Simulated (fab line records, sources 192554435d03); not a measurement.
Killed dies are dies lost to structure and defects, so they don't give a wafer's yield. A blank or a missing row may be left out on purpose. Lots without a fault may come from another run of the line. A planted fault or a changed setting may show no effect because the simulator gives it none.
fab line records | flow n5_finfet
record lots=4 wafers=11 last_day=17
route steps=1938 shown DUMMY_GATE@248 SPACER0@258 SD_EPI_N@262 BEOL_M4@1111 PASSIVATION@1936
lots that met no fault: from a run of the same line without faults
start_h: hours from the record's first day to the start of the lot's first wafer shown | wait_h: hours since the lot's step before | " the same as in the row above | L1.1+2: a row that stands for several wafers | - no value, or no start given | * or withheld: withheld | < > ~ a bound
route shown NAME@n: a module of which the file shows steps, and the number in the route of the first | usual: mean/standard deviation of fault-free wafers | same: alike in all rows | chamber/n: place in a boat | sites: the reading at each site | _std_site: their standard deviation | _edge_site: outer sites' mean less inner sites' | radius_mm: how far each site lies from the wafer's centre | mask NAME#n: copy n | behind: the tool/chamber that last shaped the wafer | hold: why the lot was held/for how many hours/how that ended | device: the transistor (n, p or np) that didn't switch | end of line: the same wafers' tests at the end of the route | a step without rows: its recipe alone | killed: dies lost to structure and defects at the first sort, not the wafer's yield | map: a wafer's dies, x killed, . not, _ none there
set.NAME: the setting as run; set.NAME@STEP: as run at that earlier step | model.NAME: the simulator's own value behind a step, which no gauge read
lots at some steps of the route; a table a step, a row a wafer
services: from which hour (start_h, from the record's first day; less than 0 if before it) a tool's chamber was out of use, for how many hours, and why
## steps
# step N5_DUMMY_GATE_ETCH_44
# recipe chemistry=HBr/O2 over_etch_frac=0.7 target_depth_a=1275 stop_on=SiO2 ion_energy_ev=60 bias_w=20 target=poly-Si mask_material=SiO2 pressure_mtorr=20 icp_w=400 HBr_flow_sccm=120 O2_flow_sccm=10
# step N5_DUMMY_GATE_ETCH_42
# recipe chemistry=CHF3/O2 target=SiO2 target_depth_a=35 time_s=31 ion_energy_ev=30 bias_w=12 pressure_mtorr=30 source_w=600 Ar_flow_sccm=200 CHF3_flow_sccm=50 O2_flow_sccm=5
# step N5_DUMMY_GATE_STRIP_48
# recipe chemistry=N2/H2 time_s=20 power_w=100 temp_c=40 pressure_mtorr=100 rf_frequency_hz=6e+07 bias_power_w=3 n2_flow_sccm=300 h2_flow_sccm=300
# step N5_DUMMY_GATE_PRECLEAN_33
# recipe chemistry=dHF time_s=10 dilution=750:1 temp_c=25
# step N5_DUMMY_GATE_PRECLEAN_25
# recipe chemistry=O3/DIW time_s=45 temp_c=22 o3_ppm=10
# step N5_DUMMY_GATE_PRECLEAN_51
# recipe chemistry=SC2 time_s=45 temp_c=35 mix=1:1:50
# step N5_DUMMY_GATE_SRD_26
# recipe dry=ipa_marangoni time_s=30 temp_c=23 rinse_liquid=diw
# step N5_DUMMY_GATE_UV_OZONE_45
# recipe time_s=120 pressure_torr=760 temp_c=25
# step N5_SPACER0_ALD_07
# recipe material=SiNx target_thk_a=20 temp_c=400 ald_precursor_family=SiH2I2 ald_co_reactant=N2/H2-plasma pressure_torr=2
# step N5_SPACER0_ALD_00
# recipe material=SiOCN target_thk_a=35 temp_c=400 ald_precursor_family=alkyl-aminosilane ald_co_reactant=O2/N2-plasma pulse_time_s=3 purge_time_s=2 co_reactant_purge_time_s=2 ald_cycles=58 pressure_torr=2
# step N5_SPACER0_ALD_08
# recipe material=SiNx target_thk_a=20 temp_c=400 ald_precursor_family=SiH2I2 ald_co_reactant=N2/H2-plasma pressure_torr=2
# usual heater_power_w=831/80
# columns lot.wafer tool chamber start_h wait_h heater_power_w model.SiNx_of_SPACER0_ALD_08.thk_nm
L607.3 ald_sin-02 3 62.29 0.1 766 2
L607.4 " 0 " " 826 2
L607.6 " 0 " " 824 2
L613.2 ald_sin-02 1 96.16 0.1 765 3.2
L613.5 " 0 " " 830 2
L613.6 " 3 " " 764 2
L615.3 ald_sin-02 2 107.02 0.1 973 3.2
L615.5 " 2 " " 962 2
L624.1 ald_sin-03 3 164.26 0.1 912 2
L624.3 " 1 " " 871 2
L624.5 " 0 " " 881 2
# step N5_SD_EPI_N_COAT_32
# recipe resist=SOC temp_c=250 time_s=60 spin_rpm=1500 resist_thk_nm=350
# step N5_SD_EPI_N_COAT_33
# recipe resist=SiARC temp_c=220 time_s=60 spin_rpm=1500 resist_thk_nm=35
# step N5_SD_EPI_N_COAT_03
# recipe resist=CAR-ArF-block spin_rpm=1500 resist_thk_nm=150
# step N5_SD_EPI_N_EBR_05
# recipe solvent=PGMEA ebr_width_mm=1.5
# step N5_SD_EPI_N_SOFTBAKE_04
# recipe temp_c=110 time_s=60 resist=CAR-ArF-block
# step N5_SD_EPI_N_EXPOSE_06
# recipe mask_id=SD_N_BLK na=1.35 source_shape=conventional sigma_outer=0.8 polarization=unpolarized target_cd_nm=120 dose_mj=39.75
# step N5_SD_EPI_N_PEB_07
# recipe peb_temp_c=110 peb_time_s=60 resist=CAR-ArF-block
# step N5_SD_EPI_N_DEVELOP_08
# recipe develop_time_s=30 developer=TMAH resist=CAR-ArF-block dev_temp_c=23 rinse_liquid=diw dry=air_spin
# step N5_SD_EPI_N_DESCUM_14
# recipe chemistry=O2 time_s=7.9 source_power_w=50 bias_power_w=20 pressure_mtorr=20 rf_frequency_hz=2.712e+07 temp_c=40 resist=CAR-ArF-block o2_flow_sccm=225
# step N5_SD_EPI_N_ETCH_34
# recipe chemistry=CF4 target=SiARC target_depth_a=455 mask_material=CAR-ArF-block time_s=75.8 ion_energy_ev=80 pressure_mtorr=40 source_w=545 bias_w=36 Ar_flow_sccm=100 cf4_flow_sccm=100 ends=cleared
# step N5_SD_EPI_N_ETCH_35
# recipe chemistry=N2/H2 target=SOC overetch_a=1080 mask_material=SiARC temp_c=40 ion_energy_ev=100 source_w=3000 bias_w=133 pressure_mtorr=20 time_s=486 n2_flow_sccm=200 h2_flow_sccm=200
# step N5_SD_EPI_N_STRIP_36
# recipe chemistry=N2/H2 temp_c=40 n2_flow_sccm=200 h2_flow_sccm=200 rf_frequency_hz=6e+07
# step N5_SD_EPI_N_ETCHBACK_44
# recipe chemistry=CH3F/O2 mode=anisotropic_etchback target=SiNx target_depth_a=145 stop_on=SiO2 over_etch_frac=0.3 ion_energy_ev=120 pressure_mtorr=30 source_w=395 bias_w=73 Ar_flow_sccm=150 CH3F_flow_sccm=30 O2_flow_sccm=20
# step N5_SD_EPI_N_ETCH_45
# recipe chemistry=CH3F/O2 target=SiOCN target_depth_a=60 mask_material=SOC ion_energy_ev=60 bias_w=29 pressure_mtorr=15 source_w=410 Ar_flow_sccm=150 CH3F_flow_sccm=30 O2_flow_sccm=20
# step N5_SD_EPI_N_ETCH_16
# recipe chemistry=CHF3/O2 target=SiO2 target_depth_a=50 mask_material=SOC pressure_mtorr=30 source_w=650 bias_w=170 Ar_flow_sccm=200 CHF3_flow_sccm=50 O2_flow_sccm=5 ion_energy_ev=200
# step N5_SD_EPI_N_STRIP_47
# recipe chemistry=CHF3/O2 resist=SiARC rf_frequency_hz=6e+07
# step N5_SD_EPI_N_SD_RECESS_17
# recipe chemistry=HBr/Cl2/O2 target_depth_a=410 mask_material=SOC time_s=23.7 bt_time_s=3 pressure_mtorr=10 icp_w=800 bias_w=112 HBr_flow_sccm=150 Cl2_flow_sccm=80 O2_flow_sccm=12
# step N5_SD_EPI_N_STRIP_38
# recipe chemistry=N2/H2 power_w=1000 temp_c=250 h2_frac=0.65 overash_fraction=0.3 pressure_mtorr=withheld n2_flow_sccm=1750 h2_flow_sccm=3250
# step N5_SD_EPI_N_WET_ETCH_43
# recipe chemistry=dHF dilution=withheld time_s=14 target=SiO2 target_depth_a=15 temp_c=25
# columns lot.wafer tool chamber start_h wait_h model.SiNx_of_SPACER0_ALD_08.thk_nm
L607.3+4+6 wet_bench-06 0,2,1 63.68 - 1.6
L613.2 wet_bench-03 5 97.71 - 2.8
L613.5+6 " 7,3 " " 1.6
L615.3 wet_bench-05 0 108.67 - 2.8
L615.5 " 4 " " 1.6
L624.1+3+5 wet_bench-03 6,3,7 165.77 - 1.6
# step N5_SD_EPI_N_STRIP_18
# recipe chemistry=SPM time_s=750 temp_c=130 h2so4_h2o2_vol_ratio=4
# step N5_SD_EPI_N_SRD_20
# recipe dry=ipa_marangoni do_ppb=5 time_s=30 temp_c=23 rinse_liquid=diw
# step N5_SD_EPI_N_PRECLEAN_48
# recipe chemistry=NF3:NH3 afs_cycles=2 temp_c=30 time_s=20 sublimation_temp_c=180 sublimation_time_s=60 pressure_torr=3 rf_power_w=30
# step N5_SD_EPI_N_VAPOR_ETCH_50
# recipe chemistry=HCl target=Si temp_c=775 time_s=54 pressure_torr=20 mode=isotropic
# step N5_SD_EPI_N_EPI_21
# recipe material=Si:P dopant=P temp_c=680 pressure_torr=255 time_s=690
# step N5_BEOL_M4_RC_MEAS_101
# usual DIBL_N=36.4/1.4 DIBL_P=36.4/1.5 IOFF_N=0.156/0.022 IOFF_P=0.210/0.023 IOFF_P_85C=3.6/0.33 IOFF_P_LIN=0.099/0.0086 ION_N=675/9.1 ION_P=463/5.7 REXT_N=75.8/1.8 REXT_P=99.9/2.1 SS_N=71.6/0.45 SS_P=73.3/0.56 VT_N=250/3.1 VT_P=-250.3/2.3 VT_P_LVT=-99.2/2
# columns lot.wafer tool chamber start_h wait_h DIBL_N[mV/V] DIBL_P[mV/V] IOFF_N[nA/um] IOFF_P[nA/um] IOFF_P_85C[nA/um] IOFF_P_LIN[nA/um] ION_N[uA/um] ION_P[uA/um] REXT_N[ohm.um] REXT_P[ohm.um] SS_N[mV/dec] SS_P[mV/dec] VT_N[mV] VT_P[mV] VT_P_LVT[mV]
L607.3 prober-02 0 222.31 0.3 34.3 35.7 0.142 0.197 3.4 0.096 676 461 76.3 101.5 71.1 73.2 250 -248.7 -99.2
L607.4 " 0 " " 35.4 36.7 0.159 0.208 3.5 0.099 681 459 75.4 101.7 71.0 72.6 248 -250.5 -98.0
L607.6 " 0 " " 35.1 36.3 0.151 0.209 3.5 0.100 669 460 75.7 100.6 70.4 73.2 248 -247.9 -98.6
L613.2 prober-01 0 242.12 0.2 33.0 36.5 0.121 0.159 3.0 0.078 646 437 92.1 120.2 70.6 73.6 252 -256.8 -106.5
L613.5 " 0 " " 35.5 37.5 0.162 0.217 3.8 0.105 676 464 76.3 100.5 71.1 72.9 249 -247.3 -98.8
L613.6 " 0 " " 36.9 38.5 0.187 0.229 4.0 0.108 685 464 74.9 101.0 71.4 73.7 245 -249.3 -98.2
L615.3 prober-02 0 257.25 0.3 31.8 33.7 0.088 0.104 2.0 0.053 625 424 93.5 120.2 70.9 72.8 258 -265.3 -113.0
L615.5 " 0 " " 37.7 37.1 0.151 0.172 3.1 0.081 664 449 76.0 101.6 72.8 73.3 252 -255.6 -103.4
L624.1 prober-02 0 310.96 0.0 34.6 35.7 0.124 0.189 3.3 0.095 660 465 80.3 97.7 71.1 72.1 249 -249.2 -98.4
L624.3 " 0 " " 34.8 36.3 0.135 0.187 3.3 0.093 667 463 78.3 98.9 71.1 72.6 253 -251.5 -99.4
L624.5 " 0 " " 34.5 35.2 0.127 0.180 3.2 0.092 671 460 77.5 98.4 71.5 72.2 252 -251.7 -100.7
# step N5_PASSIVATION_PROBE_49
# usual defect_limited_yield=91.5/1.3 killed_at_M0_to_M3=33/10 killed_at_M4_up=13/4 killed_at_contacts=12/6.3 killed_at_front_end=39/11 killed_at_other=3.4/2.6 killed_dies=100/15 killed_open=65/11 killed_short=34/7.8 sort_bin_5_function=5.0/0.89 sort_bin_6_memory=3.2/0.58 sort_bin_8_speed=0/0 sort_n_pass=1080/15 sort_yield_pct=91.5/1.3
# same gross_dies=1180 killed_at_back_side=0 sort_bin_4_leakage[%]=0
# columns lot.wafer tool chamber start_h wait_h defect_limited_yield[%] killed_at_M0_to_M3 killed_at_M4_up killed_at_contacts killed_at_front_end killed_at_other killed_dies killed_open killed_short sort_bin_5_function[%] sort_bin_6_memory[%] sort_bin_8_speed[%] sort_n_pass sort_yield_pct[%]
L607.3 prober-02 - 335.49 0.1 93.7 27 8 11 26 2 74 54 20 3.9 2.3 0 1106 93.7
L607.4 prober-02 - 335.54 0.2 92.8 38 11 9 26 1 85 48 37 3.9 3.1 0 1095 92.8
L607.6 prober-02 - 335.64 0.3 92.7 39 5 17 23 2 86 58 28 4.7 2.5 0 1094 92.7
L613.2 prober-01 - 357.69 0.1 91.9 34 14 14 30 4 96 60 29 4.5 2.8 3.90 1038 88.0
L613.5 prober-01 - 357.84 0.2 92.8 26 9 17 30 3 85 46 39 4.6 2.2 0 1095 92.8
L613.6 prober-01 - 357.89 0.3 91.2 51 15 8 30 0 104 70 33 5.9 2.9 0 1076 91.2
L615.3 prober-01 - 369.47 0.1 92.2 48 7 15 21 1 92 57 29 4.2 3.1 44.83 559 47.4
L615.5 prober-01 - 369.57 0.2 91.0 56 13 6 29 2 106 70 33 5.5 3.2 0 1074 91.0
L624.1 prober-02 - 418.76 0.0 89.9 32 16 8 62 1 119 83 36 6.0 3.7 0 1061 89.9
L624.3 prober-02 - 418.86 0.1 89.2 46 6 9 64 2 127 94 33 6.3 4.0 0 1053 89.2
L624.5 prober-02 - 418.96 0.2 91.0 49 15 8 34 0 106 76 29 5.8 2.9 0 1074 91.0
# killed by level:class
L607.3 MOL_CONTACT_COAG:geometric_particle:open=9 BEOL_M2:geometric_particle:open=7 DUMMY_GATE:geometric_particle:open=6 BEOL_M3:geometric_particle:open=5 FIN_SAQP:geometric_particle:open=4 BEOL_M0_SAQP:geometric_particle:open=4 STI_FIN_REVEAL:geometric_particle:open=3 GATE_CUT:geometric_particle:short=3
L607.4 BEOL_M0_SAQP:geometric_particle:short=11 BEOL_M2:geometric_particle:open=7 MOL_CONTACT_COAG:geometric_particle:open=6 STI_FIN_REVEAL:geometric_particle:open=5 BEOL_M0:geometric_particle:open=5 BEOL_M3:geometric_particle:open=5 FIN_SAQP:geometric_particle:short=4 BEOL_M0_SAQP:geometric_particle:open=4
L607.6 MOL_CONTACT_COAG:geometric_particle:open=12 BEOL_M0_SAQP:geometric_particle:short=9 BEOL_M2:geometric_particle:open=8 FIN_SAQP:geometric_particle:open=7 BEOL_M1:geometric_particle:open=7 BEOL_M0:geometric_particle:open=6 MOL_CONTACT_COAG:geometric_particle:short=5 BEOL_M2:geometric_particle:short=4
L613.2 MOL_CONTACT_COAG:geometric_particle:open=10 BEOL_M0_SAQP:geometric_particle:short=9 BEOL_M2:geometric_particle:open=8 STI_FIN_REVEAL:geometric_particle:open=7 BEOL_M0_SAQP:geometric_particle:open=6 BEOL_M5:geometric_particle:open=5 HKMG_FIN:area_etch=5 GATE_CUT:geometric_particle:short=4
L613.5 MOL_CONTACT_COAG:geometric_particle:open=11 BEOL_M0_SAQP:geometric_particle:short=11 MOL_CONTACT_COAG:geometric_particle:short=6 BEOL_M0_SAQP:geometric_particle:open=6 FIN_SAQP:geometric_particle:open=5 STARTING-WAFER:geometric_particle:short=5 GATE_CUT:geometric_particle:open=4 BEOL_M2:geometric_particle:open=4
L613.6 BEOL_M2:geometric_particle:open=16 BEOL_M0_SAQP:geometric_particle:short=13 BEOL_M0_SAQP:geometric_particle:open=9 FIN_SAQP:geometric_particle:open=8 MOL_CONTACT_COAG:geometric_particle:open=6 BEOL_M1:geometric_particle:open=6 FIN_SAQP:geometric_particle:short=5 BEOL_M4:geometric_particle:open=5
L615.3 BEOL_M0_SAQP:geometric_particle:short=13 MOL_CONTACT_COAG:geometric_particle:open=12 BEOL_M0_SAQP:geometric_particle:open=10 BEOL_M3:geometric_particle:open=10 STI_FIN_REVEAL:geometric_particle:open=7 BEOL_M2:geometric_particle:open=6 FIN_SAQP:geometric_particle:short=5 BEOL_M1:geometric_particle:open=4
L615.5 BEOL_M0_SAQP:geometric_particle:open=20 BEOL_M0_SAQP:geometric_particle:short=14 FIN_SAQP:geometric_particle:short=9 BEOL_M3:geometric_particle:open=7 FIN_SAQP:geometric_particle:open=6 MOL_CONTACT_COAG:geometric_particle:open=6 BEOL_M2:geometric_particle:open=6 BEOL_M4:geometric_particle:open=4
L624.1 STI_FIN_REVEAL:geometric_particle:open=16 DUMMY_GATE:geometric_particle:open=12 FIN_SAQP:geometric_particle:open=9 BEOL_M0_SAQP:geometric_particle:short=9 MOL_CONTACT_COAG:geometric_particle:open=8 BEOL_M0_SAQP:geometric_particle:open=7 BEOL_M3:geometric_particle:open=7 FIN_SAQP:geometric_particle:short=6
L624.3 STI_FIN_REVEAL:geometric_particle:open=16 BEOL_M1:geometric_particle:open=16 FIN_SAQP:geometric_particle:open=12 FIN_SAQP:geometric_particle:short=12 BEOL_M2:geometric_particle:open=8 MOL_CONTACT_COAG:geometric_particle:open=7 BEOL_M0_SAQP:geometric_particle:short=7 BEOL_M0_SAQP:geometric_particle:open=6
L624.5 BEOL_M0_SAQP:geometric_particle:open=15 FIN_SAQP:geometric_particle:open=9 BEOL_M0_SAQP:geometric_particle:short=9 BEOL_M3:geometric_particle:open=9 BEOL_M4:geometric_particle:open=8 MOL_CONTACT_COAG:geometric_particle:open=7 STI_FIN_REVEAL:geometric_particle:open=5 BEOL_M2:geometric_particle:open=5
# map L613.6 (x killed, . not)
_________________..xx....xxx.________________
______________............xx...._____________
___________......x.......xx....x...__________
__________x.......x................._________
________.....................x.x......_______
_______.......................x..x.....______
______...........x......................_____
_____.............................x......____
____.................x.x.x..x........xxx..___
___.........x..............................__
___............x......................x..x.__
__.....x.........x.....x...................._
__.....x...x.............................x.._
_..................................xx....x...
_.........x...x.........x.....x.......x......
_....x.x.x........................xx.........
_.x.............xx...........................
_x...x......................x........x.......
_.....x.....................x................
_.............x........x...x.............x...
_.......x.x............x....x.xx.............
__............x..............x.............._
__.......x.....................x.....x....xx_
___..............x..x...x.....x...x..x.....__
___...........x...x....x............x...x..__
____...................x.....x..x.....x.x.___
_____.............x...........x.........x____
______......................x....x......_____
_______................................______
________........x....x.............x.._______
__________.....................x...._________
___________.......x........x.......__________
______________............x....._____________
_________________x...........________________
# map L615.5 (x killed, . not)
_________________x.....x.....________________
______________...x....x....x...._____________
___________..............x....x....__________
__________...........x........x....._________
________........x...x..............x.._______
_______................x...............______
______..............x.................xx_____
_____....................................____
____...x...x.x...x.x.x.x.............x....___
___.....x.........x........................__
___..........xx.......................x....__
__........x..........................x......_
__....x..........x...x.............xx......._
_x................x.........x................
_...x......xx.....x........x.xx....x...x.....
_..x....................x....................
_.......x..x......................x.......x..
_....x....x............x.....................
_............................x......x.....x..
_.x......x.....x............x...x.......xx...
_x.........x............................x....
__......x.......x......x...................._
__..x.............x......................xx._
___..x.x........x..........................__
___......x........x...................x....__
____.x...x......xx..x..........x..........___
_____..x.................x....xx.........____
______........x.x....x.......x....x....._____
_______............xx.....x............______
________............................x._______
__________..................x.x....._________
___________................x.......__________
______________.....x............_____________
_________________............________________
## services
# columns tool chamber start_h hours kind
ald_sin-02 2 82.74 2.1 repair
wet_bench-03 - 122.01 0.5 repair
wet_bench-05 - 149.47 1.5 repair
ald_sin-03 2 156.64 36.8 repair
## key
first_sign step=N5_BEOL_M4_RC_MEAS_101 reading=REXT_P direction=up sigmas=9.6 usual=99.9 struck=120.2
effect step=N5_BEOL_M4_RC_MEAS_101 reading=REXT_N direction=up sigmas=9.6 usual=75.8 struck=92.8
effect step=N5_BEOL_M4_RC_MEAS_101 reading=ION_P direction=down sigmas=5.7 usual=463 struck=430
effect step=N5_BEOL_M4_RC_MEAS_101 reading=VT_P_LVT direction=down sigmas=5.2 usual=-99.2 struck=-109.8
effect step=N5_BEOL_M4_RC_MEAS_101 reading=VT_P direction=down sigmas=4.7 usual=-250.3 struck=-261.0
effect step=N5_BEOL_M4_RC_MEAS_101 reading=ION_N direction=down sigmas=4.3 usual=675 struck=636
effect step=N5_BEOL_M4_RC_MEAS_101 reading=IOFF_P_LIN direction=down sigmas=3.9 usual=0.099 struck=0.065
effect step=N5_BEOL_M4_RC_MEAS_101 reading=IOFF_P direction=down sigmas=3.5 usual=0.210 struck=0.131
effect step=N5_BEOL_M4_RC_MEAS_101 reading=IOFF_P_85C direction=down sigmas=3.4 usual=3.6 struck=2.5
effect step=N5_BEOL_M4_RC_MEAS_101 reading=DIBL_N direction=down sigmas=2.8 usual=36.4 struck=32.4
effect step=N5_PASSIVATION_PROBE_49 reading=sort_bin_8_speed direction=up sigmas=99+ usual=0 struck=24.36
model_effect step=N5_SPACER0_ALD_08 value=SiNx_of_SPACER0_ALD_08.thk_nm without=2 struck=3.2
model_effect step=N5_SD_EPI_N_WET_ETCH_43 value=SiNx_of_SPACER0_ALD_08.thk_nm without=1.6 struck=2.8
met_at N5_SPACER0_ALD_08
struck_wafers L613.2,L615.3
onset_between 62.29 96.16
fault kind=process_parameter_drift tool=ald_sin-02 chamber=- onset_h=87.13 steps=N5_SPACER0_ALD_08 channel=target_thk_a offset=* shape=step end_h=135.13 scope=struck_wafers_only acts_in=* stated=*
